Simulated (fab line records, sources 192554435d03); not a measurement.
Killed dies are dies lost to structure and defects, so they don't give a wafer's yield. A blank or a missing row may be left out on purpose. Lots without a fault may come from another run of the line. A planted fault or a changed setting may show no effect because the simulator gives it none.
fab line records | flow n5_finfet
record lots=7 wafers=21
route steps=1938 shown BEOL_M7@1308 BEOL_M8@1362 BEOL_M9@1411
start_h: hours from the record's first day to the start of the lot's first wafer shown | wait_h: hours since the lot's step before | " the same as in the row above | L1.1+2: a row that stands for several wafers | - no value, or no start given | * or withheld: withheld | < > ~ a bound
route shown NAME@n: a module of which the file shows steps, and the number in the route of the first | usual: mean/standard deviation of fault-free wafers | same: alike in all rows | chamber/n: place in a boat | sites: the reading at each site | _std_site: their standard deviation | _edge_site: outer sites' mean less inner sites' | radius_mm: how far each site lies from the wafer's centre | mask NAME#n: copy n | behind: the tool/chamber that last shaped the wafer | hold: why the lot was held/for how many hours/how that ended | device: the transistor (n, p or np) that didn't switch | end of line: the same wafers' tests at the end of the route | a step without rows: its recipe alone | killed: dies lost to structure and defects at the first sort, not the wafer's yield | map: a wafer's dies, x killed, . not, _ none there
set.NAME: the setting as run; set.NAME@STEP: as run at that earlier step | model.NAME: the simulator's own value behind a step, which no gauge read
lots whose settings were changed on purpose; a table a step, a row a wafer
## steps
# step N5_BEOL_M7_TRENCH_ETCH_37
# recipe chemistry=C4F6/O2 target_depth_a=934.78 target=SiCOH_lowk time_s=31.2 ion_energy_ev=250 pressure_mtorr=30 source_w=345 bias_w=185 Ar_flow_sccm=300 C4F6_flow_sccm=10 O2_flow_sccm=10
# columns lot.wafer tool chamber start_h wait_h set.time_s model.etch.depth_nm model.BEOL_M7.feature_depth_nm
L077.1 rie_diel-03 3 - - 31.2 95.67 95.6
L077.4 " 0 " " 31.2 93.85 93.8
L077.5 " 2 " " 36.99 113.2 113.2
L081.2 rie_diel-01 3 - - 25.53 77.27 77.2
L081.4 " 1 " " 31.2 92.39 92.4
L081.6 " 2 " " 31.2 92.75 92.8
L083.2 rie_diel-02 0 - - 31.2 90.14 90.2
L083.5 " 1 " " 31.2 93.37 93.4
L083.6 " 2 " " 31.2 92.33 92.4
L084.2 rie_diel-03 1 - - 36.48 110.3 110.4
L084.3 " 0 " " 36.48 108.4 108.4
L084.4 " 0 " " 31.2 92.41 92.4
L086.3 rie_diel-01 1 - - 31.2 91.16 91.2
L086.4 " 3 " " 37.57 113.8 113.8
L086.5 " 1 " " 31.2 91.48 91.4
L089.1 rie_diel-02 3 - - 31.2 92.4 92.4
L089.5 " 0 " " 31.2 90.84 90.8
L089.6 " 3 " " 31.2 92.05 92
L097.1 rie_diel-01 0 - - 28.76 85.37 85.4
L097.3 " 3 " " 31.2 95.39 95.4
L097.6 " 2 " " 31.2 96.49 96.4
# step N5_BEOL_M7_ETCH_41
# recipe chemistry=CH3F/O2 target=SiCN target_depth_a=319 taper_deg=2 time_s=57.8 ion_energy_ev=120 mask_material=TiN pressure_mtorr=30 source_w=395 bias_w=75 Ar_flow_sccm=150 CH3F_flow_sccm=30 O2_flow_sccm=20
# step N5_BEOL_M7_STRIP_80
# recipe chemistry=N2/H2 time_s=10 power_w=450 temp_c=40 pressure_mtorr=20 rf_frequency_hz=6e+07 bias_power_w=7 n2_flow_sccm=200 h2_flow_sccm=200
# step N5_BEOL_M7_OCD_MEAS_38
# usual trench_depth_nm=93.7/1.7
# columns lot.wafer tool chamber start_h wait_h set.time_s@BEOL_M7_TRENCH_ETCH_37 trench_depth_nm
L077.1 ocd-02 - 212.64 - 31.2 95.6
L077.4 " - " " 31.2 93.6
L077.5 " - " " 36.99 113.1
L081.2 ocd-01 - 236.49 - 25.53 76.7
L081.4 " - " " 31.2 92.0
L081.6 " - " " 31.2 92.7
L083.2 ocd-01 - 241.18 - 31.2 90.5
L083.5 " - " " 31.2 93.6
L083.6 " - " " 31.2 92.6
L084.2 ocd-02 - 244.86 - 36.48 110.6
L084.3 " - " " 36.48 109.0
L084.4 " - " " 31.2 92.6
L086.3 ocd-01 - 261.34 - 31.2 91.2
L086.4 " - " " 37.57 114.3
L086.5 " - " " 31.2 91.8
L089.1 ocd-02 - 298.11 - 31.2 92.6
L089.5 " - " " 31.2 90.7
L089.6 " - " " 31.2 92.4
L097.1 ocd-01 - 358.41 - 28.76 85.6
L097.3 " - " " 31.2 95.7
L097.6 " - " " 31.2 96.1
# step N5_BEOL_M7_HM_STRIP_39
# recipe chemistry=peroxide_tin_strip material=TiN target_depth_a=250 temp_c=50 time_s=158
# step N5_BEOL_M7_SRD_40
# recipe time_s=30 temp_c=23 rinse_liquid=diw dry=ipa_marangoni
# step N5_BEOL_M7_PRECLEAN_42
# recipe chemistry=residue_remover time_s=60 temp_c=40
# step N5_BEOL_M7_SRD_43
# recipe time_s=30 temp_c=23 rinse_liquid=diw dry=ipa_marangoni
# step N5_BEOL_M7_CD_MEAS_35
# recipe target_cd_nm=40 polarity=opening
# usual cd_nm=40.1/0.87
# columns lot.wafer tool chamber start_h wait_h set.dose_mj@BEOL_M7_EXPOSE_08 cd_nm
L077.1 cd_sem-03 - 212.79 0.0 65.06 38.4
L077.4 " - " " 65.06 36.6
L077.5 " - " " 68.25 40.0
L081.2 cd_sem-02 - 236.64 0.0 70.18 41.0
L081.4 " - " " 70.18 43.0
L081.6 " - " " 68.25 41.3
L083.2 cd_sem-02 - 241.33 0.0 68.25 39.5
L083.5 " - " " 70.91 42.2
L083.6 " - " " 70.91 40.8
L084.2 cd_sem-03 - 245.02 0.0 64.08 36.6
L084.3 " - " " 68.25 39.5
L084.4 " - " " 64.08 36.8
L086.3 cd_sem-01 - 261.50 0.0 68.25 39.1
L086.4 " - " " 65.67 37.4
L086.5 " - " " 65.67 38.1
L089.1 cd_sem-02 - 298.27 0.0 68.25 41.0
L089.5 " - " " 68.25 41.8
L089.6 " - " " 68.25 41.2
L097.1 cd_sem-01 - 358.56 0.0 65.98 38.3
L097.3 " - " " 68.25 40.8
L097.6 " - " " 65.98 38.5
# step N5_BEOL_M7_CURE_75
# recipe temp_c=370 time_s=120 ambient=DMADMS/He material=SiCOH_lowk
# step N5_BEOL_M7_DEGAS_44
# recipe ambient=vacuum temp_c=250 time_s=60
# step N5_BEOL_M7_ECD_50
# recipe material=Cu target_thk_a=3000
# step N5_BEOL_M7_ANNEAL_51
# recipe temp_c=225 time_s=90 ambient=N2
# step N5_BEOL_M7_CMP_52
# recipe stop_on=SiCOH_lowk t_overpolish_s=6.9 down_force_psi=1 platen_rpm=50 clearing_platen_down_force_psi=1.5 clearing_platen_rpm=50 post_cmp_clean=cu_alkaline target_thk_nm=80 clearing_platen_pad_velocity_m_s=0.99484 pad_velocity_m_s=0.99484
# columns lot.wafer tool chamber start_h wait_h set.time_s@BEOL_M7_TRENCH_ETCH_37 model.Cu_of_BEOL_M7_ECD_50.thk_nm
L077.1 cmp-01 3 214.94 0.3 31.2 80.8
L077.4 " 1 " " 31.2 78.6
L077.5 " 3 " " 36.99 97.6
L081.2 cmp-04 0 238.46 0.2 25.53 65.4
L081.4 " 2 " " 31.2 82.4
L081.6 " 0 " " 31.2 80.4
L083.2 cmp-02 3 243.79 0.3 31.2 77.6
L083.5 " 2 " " 31.2 80.8
L083.6 " 3 " " 31.2 79.2
L084.3 cmp-01 2 247.87 0.2 36.48 97
L084.4 " 3 " " 31.2 78
L084.2 " 0 " " 36.48 99.2
L086.4 cmp-04 0 264.72 0.2 37.57 100
L086.3 " 1 " " 31.2 79
L086.5 " 3 " " 31.2 79.6
L089.1 cmp-01 2 299.99 0.3 31.2 80.8
L089.5 " 1 " " 31.2 77
L089.6 " 2 " " 31.2 80
L097.3 cmp-04 2 362.03 0.2 31.2 81.2
L097.1 " 3 " " 28.76 73.6
L097.6 " 1 " " 31.2 83
# step N5_BEOL_M7_THK_MEAS_53
# recipe thk_meas_gauge=xrf reads=Cu_of_BEOL_M7_ECD_50
# usual M7_THK=82.1/2
# columns lot.wafer tool chamber start_h wait_h set.time_s@BEOL_M7_TRENCH_ETCH_37 M7_THK[nm]
L077.1 film_metro-01 - 215.19 - 31.2 82.1
L077.4 " - " " 31.2 80.0
L077.5 " - " " 36.99 99.4
L081.2 film_metro-02 - 238.75 - 25.53 66.1
L081.4 " - " " 31.2 83.1
L081.6 " - " " 31.2 81.4
L083.2 film_metro-01 - 244.04 - 31.2 78.6
L083.5 " - " " 31.2 81.7
L083.6 " - " " 31.2 80.4
L084.2 film_metro-01 - 248.17 - 36.48 101.5
L084.3 " - " " 36.48 98.8
L084.4 " - " " 31.2 79.4
L086.3 film_metro-01 - 264.98 - 31.2 80.2
L086.4 " - " " 37.57 101.6
L086.5 " - " " 31.2 80.8
L089.1 film_metro-01 - 300.25 - 31.2 82.4
L089.5 " - " " 31.2 78.3
L089.6 " - " " 31.2 81.7
L097.1 film_metro-02 - 362.25 - 28.76 74.1
L097.3 " - " " 31.2 81.8
L097.6 " - " " 31.2 83.7
# step N5_BEOL_M7_PRE_CLEAN_55
# recipe gas=NH3 time_s=15 temp_c=withheld rf_power_w=300
# step N5_BEOL_M7_DEP_56
# recipe material=SiCN target_thk_a=100 temp_c=withheld precursor=3MS/NH3 pressure_torr=3 rf_w=202 time_s=17.5
# step N5_BEOL_M7_RS_MEAS_57
# recipe thk_meas_gauge=four-point-probe reads=Cu_of_BEOL_M7_ECD_50+Co_of_BEOL_M7_CVD_78+TaN_of_BEOL_M7_ALD_77
# usual M7_RS=0.282/0.0078
# columns lot.wafer tool chamber start_h wait_h set.time_s@BEOL_M7_TRENCH_ETCH_37 M7_RS[ohm/sq]
L077.1 film_metro-01 - 215.32 0.1 31.2 0.283
L077.4 " - " " 31.2 0.292
L077.5 " - " " 36.99 0.227
L081.2 film_metro-01 - 238.89 0.1 25.53 0.364
L081.4 " - " " 31.2 0.277
L081.6 " - " " 31.2 0.284
L083.2 film_metro-02 - 244.19 0.1 31.2 0.297
L083.5 " - " " 31.2 0.283
L083.6 " - " " 31.2 0.290
L084.2 film_metro-01 - 248.30 0.1 36.48 0.223
L084.3 " - " " 36.48 0.229
L084.4 " - " " 31.2 0.295
L086.3 film_metro-01 - 265.11 0.1 31.2 0.290
L086.4 " - " " 37.57 0.221
L086.5 " - " " 31.2 0.288
L089.1 film_metro-02 - 300.38 0.1 31.2 0.283
L089.5 " - " " 31.2 0.299
L089.6 " - " " 31.2 0.286
L097.1 film_metro-02 - 362.38 0.1 28.76 0.316
L097.3 " - " " 31.2 0.281
L097.6 " - " " 31.2 0.274
# step N5_BEOL_M8_EXPOSE_25
# recipe mask_id=V7 na=0.33 source_shape=annular sigma_inner=0.4 sigma_outer=0.8 polarization=unpolarized target_cd_nm=40 dose_mj=42.5
# columns lot.wafer tool chamber start_h wait_h mask set.dose_mj
L077.1+5 euv_scanner-01 0 219.06 - V7#0 42.5
L077.4 " 0 " " V7#0 43.41
L081.2+6 euv_scanner-02 0 241.86 - V7#0 42.5
L081.4 " 0 " " V7#0 41
L083.2+6 euv_scanner-02 0 246.31 - V7#0 42.5
L083.5 " 0 " " V7#0 44.81
L084.2 euv_scanner-01 0 252.06 - V7#0 39.57
L084.3+4 " 0 " " V7#0 42.5
L086.3+4 euv_scanner-01 0 271.26 - V7#0 40.36
L086.5 " 0 " " V7#0 42.5
L089.1+5+6 euv_scanner-02 0 303.69 - V7#0 42.5
L097.1+3+6 euv_scanner-02 0 367.57 - V7#0 42.5
# step N5_BEOL_M8_PEB_26
# recipe peb_temp_c=100 peb_time_s=60 resist=CAR-EUV
# step N5_BEOL_M8_DEVELOP_27
# recipe develop_time_s=30 developer=TMAH resist=CAR-EUV rinse_liquid=surfactant_rinse dry=air_spin dev_temp_c=23
# step N5_BEOL_M8_CD_MEAS_28
# recipe target_cd_nm=40 landing_energy_ev=500 detector=se_inlens
# usual cd_nm=40.05/0.23
# columns lot.wafer tool chamber start_h wait_h set.dose_mj@BEOL_M8_EXPOSE_25 cd_nm
L077.1 cd_sem-02 0 219.19 - 42.5 40.21
L077.4 " 0 " " 43.41 40.46
L077.5 " 0 " " 42.5 40.16
L081.2 cd_sem-01 0 241.99 - 42.5 40.28
L081.4 " 0 " " 41 39.17
L081.6 " 0 " " 42.5 39.86
L083.2 cd_sem-01 0 246.43 - 42.5 39.93
L083.5 " 0 " " 44.81 41.19
L083.6 " 0 " " 42.5 39.99
L084.2 cd_sem-03 0 252.19 - 39.57 38.59
L084.3 " 0 " " 42.5 39.93
L084.4 " 0 " " 42.5 39.75
L086.3 cd_sem-02 0 271.38 - 40.36 39.02
L086.4 " 0 " " 40.36 38.99
L086.5 " 0 " " 42.5 40.11
L089.1 cd_sem-02 0 303.82 - 42.5 40.04
L089.5 " 0 " " 42.5 39.84
L089.6 " 0 " " 42.5 40.09
L097.1 cd_sem-03 0 367.70 - 42.5 40.25
L097.3 " 0 " " 42.5 39.58
L097.6 " 0 " " 42.5 39.99
# step N5_BEOL_M8_DESCUM_33
# recipe chemistry=O2 time_s=7 source_power_w=50 bias_power_w=20 pressure_mtorr=20 rf_frequency_hz=2.712e+07 temp_c=40 resist=CAR-EUV o2_flow_sccm=225
# columns lot.wafer tool chamber start_h wait_h set.time_s set.dose_mj@BEOL_M8_EXPOSE_25 model.BEOL_M8.cd_nm model.CAR-EUV_of_BEOL_M8_COAT_22.thk_nm
L077.1+5 rie_diel-05 0 219.32 0.0 7 42.5 40 26
L077.4 " 2 " " 7.512 43.41 40.4 25.8
L081.2 rie_diel-04 2 242.25 0.2 7 42.5 40.2 26.2
L081.4 " 0 " " 7 41 39.4 26
L081.6 " 1 " " 7 42.5 39.8 26.2
L083.2 rie_diel-04 0 246.56 0.0 7.786 42.5 39.8 25.6
L083.5 " 1 " " 7.786 44.81 41 25.6
L083.6 " 0 " " 7 42.5 39.8 26
L084.2 rie_diel-04 1 252.31 0.0 7 39.57 38.2 26
L084.3 " 0 " " 7 42.5 39.6 26
L084.4 " 2 " " 7 42.5 40 26
L086.3 rie_diel-05 0 271.54 0.1 7 40.36 39 26.2
L086.4 " 2 " " 7 40.36 38.8 26
L086.5 " 1 " " 7 42.5 40.2 26
L089.1 rie_diel-06 1 303.94 0.0 7 42.5 40 25.8
L089.5 " 1 " " 7 42.5 40 26
L089.6 " 3 " " 7 42.5 40.2 25.8
L097.1 rie_diel-06 1 367.83 0.0 7 42.5 39.8 26
L097.3 " 2 " " 7 42.5 40 26.2
L097.6 " 0 " " 8.438 42.5 40 25.2
# step N5_BEOL_M8_ETCH_72
# recipe chemistry=N2/H2 target=underlayer target_depth_a=65 mask_material=CAR-EUV time_s=5.2 ion_energy_ev=200 pressure_mtorr=30 source_w=840 bias_w=150 n2_flow_sccm=200 h2_flow_sccm=200 ends=cleared
# columns lot.wafer tool chamber start_h wait_h set.time_s@BEOL_M8_DESCUM_33 model.CAR-EUV_of_BEOL_M8_COAT_22.thk_nm
L077.1+5 rie_diel-05 0 219.35 0.0 7 20.4
L077.4 " 2 " " 7.512 20
L081.2+4+6 rie_diel-04 2,0,1 242.28 0.0 7 20.4
L083.2+5 rie_diel-04 0,1 246.59 0.0 7.786 19.8
L083.6 " 0 " " 7 20.2
L084.2+3 rie_diel-04 1,0 252.35 0.0 7 20.4
L084.4 " 2 " " 7 20.2
L086.3+4+5 rie_diel-05 0,2,1 271.58 0.0 7 20.4
L089.1+5 rie_diel-06 1 303.98 0.0 7 20.2
L089.6 " 3 " " 7 20
L097.1+3 rie_diel-06 1,2 367.87 0.0 7 20.4
L097.6 " 0 " " 8.438 19.6
# step N5_BEOL_M8_ETCH_65
# recipe chemistry=CF4 target=SiARC target_depth_a=156 mask_material=CAR-EUV time_s=26 ion_energy_ev=80 pressure_mtorr=40 source_w=545 bias_w=36 Ar_flow_sccm=100 cf4_flow_sccm=100 ends=cleared
# columns lot.wafer tool chamber start_h wait_h set.dose_mj@BEOL_M8_EXPOSE_25 set.time_s@BEOL_M8_DESCUM_33 model.BEOL_M8.cd_nm model.CAR-EUV_of_BEOL_M8_COAT_22.thk_nm
L077.1 rie_diel-05 0 219.37 0.0 42.5 7 39.8 11.2
L077.4 " 2 " " 43.41 7.512 40.4 10.8
L077.5 " 0 " " 42.5 7 40 11.2
L081.2 rie_diel-04 2 242.30 0.0 42.5 7 40.2 11.2
L081.4 " 0 " " 41 7 39.4 11.2
L081.6 " 1 " " 42.5 7 39.8 11.2
L083.2 rie_diel-04 0 246.61 0.0 42.5 7.786 39.8 10.6
L083.5 " 1 " " 44.81 7.786 41 10.6
L083.6 " 0 " " 42.5 7 39.8 11
L084.2 rie_diel-04 1 252.36 0.0 39.57 7 38.4 11.2
L084.3 " 0 " " 42.5 7 39.8 11.2
L084.4 " 2 " " 42.5 7 39.8 11
L086.3 rie_diel-05 0 271.59 0.0 40.36 7 39 11.2
L086.4 " 2 " " 40.36 7 38.6 11.2
L086.5 " 1 " " 42.5 7 40.2 11
L089.1+5 rie_diel-06 1 303.99 0.0 42.5 7 40 11
L089.6 " 3 " " 42.5 7 40.4 10.8
L097.1 rie_diel-06 1 367.89 0.0 42.5 7 39.8 11
L097.3 " 2 " " 42.5 7 40.2 11.2
L097.6 " 0 " " 42.5 8.438 39.8 10.4
# step N5_BEOL_M8_ETCH_66
# recipe chemistry=N2/H2 target=SOC target_depth_a=800 overetch_a=160 mask_material=SiARC temp_c=40 time_s=120 ion_energy_ev=200 pressure_mtorr=30 source_w=840 bias_w=150 n2_flow_sccm=200 h2_flow_sccm=200
# columns lot.wafer tool chamber start_h wait_h set.dose_mj@BEOL_M8_EXPOSE_25 model.BEOL_M8.cd_nm
L077.1+5 rie_diel-05 0 219.40 0.0 42.5 39.6
L077.4 " 2 " " 43.41 40.6
L081.2 rie_diel-04 2 242.33 0.0 42.5 40
L081.4 " 0 " " 41 39.2
L081.6 " 1 " " 42.5 39.2
L083.2+6 rie_diel-04 0 246.64 0.0 42.5 39.8
L083.5 " 1 " " 44.81 40.6
L084.2 rie_diel-04 1 252.39 0.0 39.57 37.8
L084.3 " 0 " " 42.5 39.8
L084.4 " 2 " " 42.5 39.6
L086.3 rie_diel-05 0 271.62 0.0 40.36 38.8
L086.4 " 2 " " 40.36 38.4
L086.5 " 1 " " 42.5 40.2
L089.1+5 rie_diel-06 1 304.02 0.0 42.5 40.2
L089.6 " 3 " " 42.5 40.4
L097.1+6 rie_diel-06 1,0 367.91 0.0 42.5 40
L097.3 " 2 " " 42.5 40.2
# step N5_BEOL_M8_STRIP_69
# recipe chemistry=N2/H2 temp_c=40 n2_flow_sccm=200 h2_flow_sccm=200 rf_frequency_hz=6e+07
# step N5_BEOL_M8_STRIP_73
# recipe chemistry=N2/H2 temp_c=40 n2_flow_sccm=200 h2_flow_sccm=200 rf_frequency_hz=6e+07
# step N5_BEOL_M8_VIA_ETCH_34
# recipe chemistry=C4F6/O2 target=SiCOH_lowk target_depth_a=1255 mask_material=SOC taper_deg=4 time_s=50.5 ion_energy_ev=250 pressure_mtorr=30 source_w=345 bias_w=185 Ar_flow_sccm=300 C4F6_flow_sccm=10 O2_flow_sccm=10
# columns lot.wafer tool chamber start_h wait_h set.dose_mj@BEOL_M8_EXPOSE_25 model.BEOL_M8.cd_nm
L077.1 rie_diel-05 0 219.50 0.0 42.5 39.6
L077.4 " 2 " " 43.41 40.8
L077.5 " 0 " " 42.5 39.8
L081.2 rie_diel-04 2 242.43 0.0 42.5 40
L081.4 " 0 " " 41 39.4
L081.6 " 1 " " 42.5 39.2
L083.2 rie_diel-04 0 246.74 0.0 42.5 39.8
L083.5 " 1 " " 44.81 40.6
L083.6 " 0 " " 42.5 40
L084.2 rie_diel-04 1 252.49 0.0 39.57 37.6
L084.3 " 0 " " 42.5 39.8
L084.4 " 2 " " 42.5 39.6
L086.3 rie_diel-05 0 271.72 0.0 40.36 38.8
L086.4 " 2 " " 40.36 38.6
L086.5 " 1 " " 42.5 40.4
L089.1+5 rie_diel-06 1 304.12 0.0 42.5 40.2
L089.6 " 3 " " 42.5 40.4
L097.1+3 rie_diel-06 1,2 368.01 0.0 42.5 40
L097.6 " 0 " " 42.5 39.8
# step N5_BEOL_M9_EXPOSE_08
# recipe mask_id=M9 na=1.35 source_shape=dipole sigma_inner=0.411 sigma_outer=0.611 polarization=te dose_mj=53.75
# columns lot.wafer tool chamber start_h wait_h mask set.dose_mj
L077.1 arfi_scanner-02 0 224.60 - M9#0 53.75
L077.4+5 " 0 " " M9#0 57.42
L081.2+4 arfi_scanner-02 0 247.30 - M9#0 53.75
L081.6 " 0 " " M9#0 52.65
L083.2+6 arfi_scanner-02 0 251.16 - M9#0 53.75
L083.5 " 0 " " M9#0 50.16
L084.2+3+4 arfi_scanner-02 0 259.62 - M9#0 56.54
L086.3+4 arfi_scanner-03 0 282.32 - M9#0 52.07
L086.5 " 0 " " M9#0 53.75
L089.1+5+6 arfi_scanner-03 0 309.47 - M9#0 53.75
L097.1+3+6 arfi_scanner-01 0 375.38 - M9#0 53.75
# step N5_BEOL_M9_PEB_09
# recipe peb_temp_c=withheld peb_time_s=60 resist=CAR-ArF
# step N5_BEOL_M9_DEVELOP_10
# recipe develop_time_s=30 developer=TMAH resist=CAR-ArF rinse_liquid=diw dry=air_spin dev_temp_c=23
# step N5_BEOL_M9_CD_MEAS_11
# recipe target_cd_nm=64.1 landing_energy_ev=500 detector=se_inlens polarity=opening
# usual cd_nm=63.8/0.66
# columns lot.wafer tool chamber start_h wait_h set.dose_mj@BEOL_M9_EXPOSE_08 cd_nm
L077.1 cd_sem-02 0 224.73 - 53.75 64.0
L077.4 " 0 " " 57.42 67.0
L077.5 " 0 " " 57.42 67.5
L081.2 cd_sem-03 0 247.42 - 53.75 64.6
L081.4 " 0 " " 53.75 63.8
L081.6 " 0 " " 52.65 63.1
L083.2 cd_sem-03 0 251.28 - 53.75 63.2
L083.5 " 0 " " 50.16 60.0
L083.6 " 0 " " 53.75 63.4
L084.2 cd_sem-03 0 259.74 - 56.54 67.5
L084.3 " 0 " " 56.54 66.5
L084.4 " 0 " " 56.54 66.5
L086.3 cd_sem-03 0 282.44 - 52.07 61.2
L086.4 " 0 " " 52.07 61.3
L086.5 " 0 " " 53.75 64.7
L089.1 cd_sem-01 0 309.60 - 53.75 64.1
L089.5 " 0 " " 53.75 64.4
L089.6 " 0 " " 53.75 63.9
L097.1 cd_sem-01 0 375.51 - 53.75 64.3
L097.3 " 0 " " 53.75 64.4
L097.6 " 0 " " 53.75 65.3
## key
split step=N5_BEOL_M7_TRENCH_ETCH_37 setting=time_s stated=31.2 by=wafer
response step=N5_BEOL_M7_TRENCH_ETCH_37 reading=model.etch.depth_nm change=+1.01 per=1% r=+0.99
response step=N5_BEOL_M7_TRENCH_ETCH_37 reading=model.BEOL_M7.feature_depth_nm change=+1.01 per=1% r=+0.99
response step=N5_BEOL_M7_OCD_MEAS_38 reading=trench_depth_nm change=+1.02 per=1% r=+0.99
response step=N5_BEOL_M7_CMP_52 reading=model.Cu_of_BEOL_M7_ECD_50.thk_nm change=+1.01 per=1% r=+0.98
response step=N5_BEOL_M7_THK_MEAS_53 reading=M7_THK change=+1.03 per=1% r=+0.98
response step=N5_BEOL_M7_RS_MEAS_57 reading=M7_RS change=-0.00382 per=1% r=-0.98
split step=N5_BEOL_M8_EXPOSE_25 setting=dose_mj stated=42.5 by=wafer
response step=N5_BEOL_M8_CD_MEAS_28 reading=cd_nm change=+0.206 per=1% r=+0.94
response step=N5_BEOL_M8_DESCUM_33 reading=model.BEOL_M8.cd_nm change=+0.227 per=1% r=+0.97
response step=N5_BEOL_M8_ETCH_65 reading=model.BEOL_M8.cd_nm change=+0.221 per=1% r=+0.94
response step=N5_BEOL_M8_ETCH_66 reading=model.BEOL_M8.cd_nm change=+0.243 per=1% r=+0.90
response step=N5_BEOL_M8_VIA_ETCH_34 reading=model.BEOL_M8.cd_nm change=+0.25 per=1% r=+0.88
split step=N5_BEOL_M8_DESCUM_33 setting=time_s stated=7 by=wafer
response step=N5_BEOL_M8_DESCUM_33 reading=model.CAR-EUV_of_BEOL_M8_COAT_22.thk_nm change=-0.0406 per=1% r=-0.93
response step=N5_BEOL_M8_ETCH_72 reading=model.CAR-EUV_of_BEOL_M8_COAT_22.thk_nm change=-0.0396 per=1% r=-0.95
response step=N5_BEOL_M8_ETCH_65 reading=model.CAR-EUV_of_BEOL_M8_COAT_22.thk_nm change=-0.0362 per=1% r=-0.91
split step=N5_BEOL_M9_EXPOSE_08 setting=dose_mj stated=53.75 by=wafer
response step=N5_BEOL_M9_CD_MEAS_11 reading=cd_nm change=+0.544 per=1% r=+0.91
split outside_this_file step=N5_BEOL_M7_EXPOSE_08 setting=dose_mj
# split outside_this_file: this setting was split too, and the file shows its column; the key of that split is in another file
